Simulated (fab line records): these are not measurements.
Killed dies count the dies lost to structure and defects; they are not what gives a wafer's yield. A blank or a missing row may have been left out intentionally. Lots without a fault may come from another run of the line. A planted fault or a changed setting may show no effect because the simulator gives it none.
Split-lot experiment    flow n5Finfet    on a route of 1938 steps: 7 lots, 39 wafers read

THE SPLIT
At N5_PMOS_HMC_CHANNEL_EPI_HM_DEP_34 (deposits SiO2 from TEOS/O2, target thk 36 nm, time 6.9 s), the setting targetThkA was moved away from the recipe's 360 angstrom on 9 of the 39 wafers read, by -22.4% to +32.9%. The other wafers ran this setting at the recipe's value.

Reading taken at the split's own step.

THE READING
SiO2_of_PMOS_HMC_CHANNEL_EPI_HM_DEP_34.thkNm (the simulator's own value, which no gauge read), in nm, at N5_PMOS_HMC_CHANNEL_EPI_HM_DEP_34 (deposits SiO2 from TEOS/O2, target thk 36 nm, time 6.9 s). No usual value for it is given in the file. The 30 wafers here that ran the recipe average 36.02 nm, standard deviation 0.52 nm.

wafer   tool, chamber at the split  targetThkA as run, angstrom  against the recipe  SiO2_of_PMOS_HMC_CHANNEL_EPI_HM_DEP_34.thkNm, nm  against lot-mates on the recipe
L076.1  pecvd-03, 1                 360                          recipe              35.24                                             -
L076.2  pecvd-03, 0                 360                          recipe              35.71                                             -
L076.3  pecvd-03, 0                 360                          recipe              36.33                                             -
L076.4  pecvd-03, 1                 360                          recipe              36.1                                              -
L076.5  pecvd-03, 0                 360                          recipe              36.44                                             -
L076.6  pecvd-03, 1                 360                          recipe              35.83                                             -
L079.1  pecvd-03, 0                 478.3                        +32.9%              47.12                                             +11.32
L079.2  pecvd-03, 1                 360                          recipe              35.19                                             -
L079.3  pecvd-03, 1                 478.3                        +32.9%              47.58                                             +11.78
L079.4  pecvd-03, 0                 478.3                        +32.9%              48.15                                             +12.35
L079.5  pecvd-03, 0                 360                          recipe              36.31                                             -
L079.6  pecvd-03, 1                 360                          recipe              35.91                                             -
L083.1  pecvd-02, 2                 360                          recipe              35.1                                              -
L083.2  pecvd-02, 1                 360                          recipe              35.55                                             -
L083.4  pecvd-02, 1                 360                          recipe              36.24                                             -
L087.1  pecvd-04, 0                 360                          recipe              35.96                                             -
L087.2  pecvd-04, 1                 360                          recipe              35.82                                             -
L087.3  pecvd-04, 2                 360                          recipe              34.92                                             -
L087.4  pecvd-04, 1                 360                          recipe              36.82                                             -
L087.5  pecvd-04, 0                 360                          recipe              36.45                                             -
L087.6  pecvd-04, 2                 360                          recipe              36.33                                             -
L091.1  pecvd-03, 1                 360                          recipe              36.03                                             -
L091.2  pecvd-03, 0                 360                          recipe              36.11                                             -
L091.3  pecvd-03, 2                 279.4                        -22.4%              28.21                                             -8.11
L091.4  pecvd-03, 0                 279.4                        -22.4%              28.79                                             -7.53
L091.5  pecvd-03, 2                 360                          recipe              36.81                                             -
L091.6  pecvd-03, 1                 279.4                        -22.4%              27.95                                             -8.37
L092.1  pecvd-04, 2                 360                          recipe              35.39                                             -
L092.2  pecvd-04, 1                 452.4                        +25.7%              45.55                                             +9.54
L092.3  pecvd-04, 0                 360                          recipe              35.95                                             -
L092.4  pecvd-04, 2                 452.4                        +25.7%              45.99                                             +9.98
L092.5  pecvd-04, 1                 452.4                        +25.7%              46.46                                             +10.45
L092.6  pecvd-04, 0                 360                          recipe              36.68                                             -
L095.1  pecvd-02, 0                 360                          recipe              35.89                                             -
L095.2  pecvd-02, 1                 360                          recipe              35.85                                             -
L095.3  pecvd-02, 2                 360                          recipe              35.87                                             -
L095.4  pecvd-02, 2                 360                          recipe              36.56                                             -
L095.5  pecvd-02, 0                 360                          recipe              35.96                                             -
L095.6  pecvd-02, 1                 360                          recipe              37.11                                             -

THE FIT
A straight line over all 39 wafers: SiO2_of_PMOS_HMC_CHANNEL_EPI_HM_DEP_34.thkNm changes by +0.361 nm for each +1% of targetThkA; r = +0.99; the points scatter about the line by 0.56 nm.
The same after taking each lot's own level away (the mean of its wafers on the recipe; 39 wafers): +0.367 nm for each +1%; r = +0.99; scatter 0.51 nm.
On that fit, the largest move of targetThkA shifts the reading by 12 nm.
Measured against the standard deviation above, the lots' own levels, which go from 35.630 to 36.317 nm, span 1.3 times it.
Consequently the slope shifts little with the lot-to-lot level, the two slopes agreeing.
Check: with one of the wafers moved furthest among these (+32.9%) left out of the fit, the line predicts +12.3 nm for it against its lot-mates. It came out at +11.3 nm against them.

FILE'S OWN FIT
SiO2_of_PMOS_HMC_CHANNEL_EPI_HM_DEP_34.thkNm changes by +0.368 nm for each +1% of targetThkA, r = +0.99.
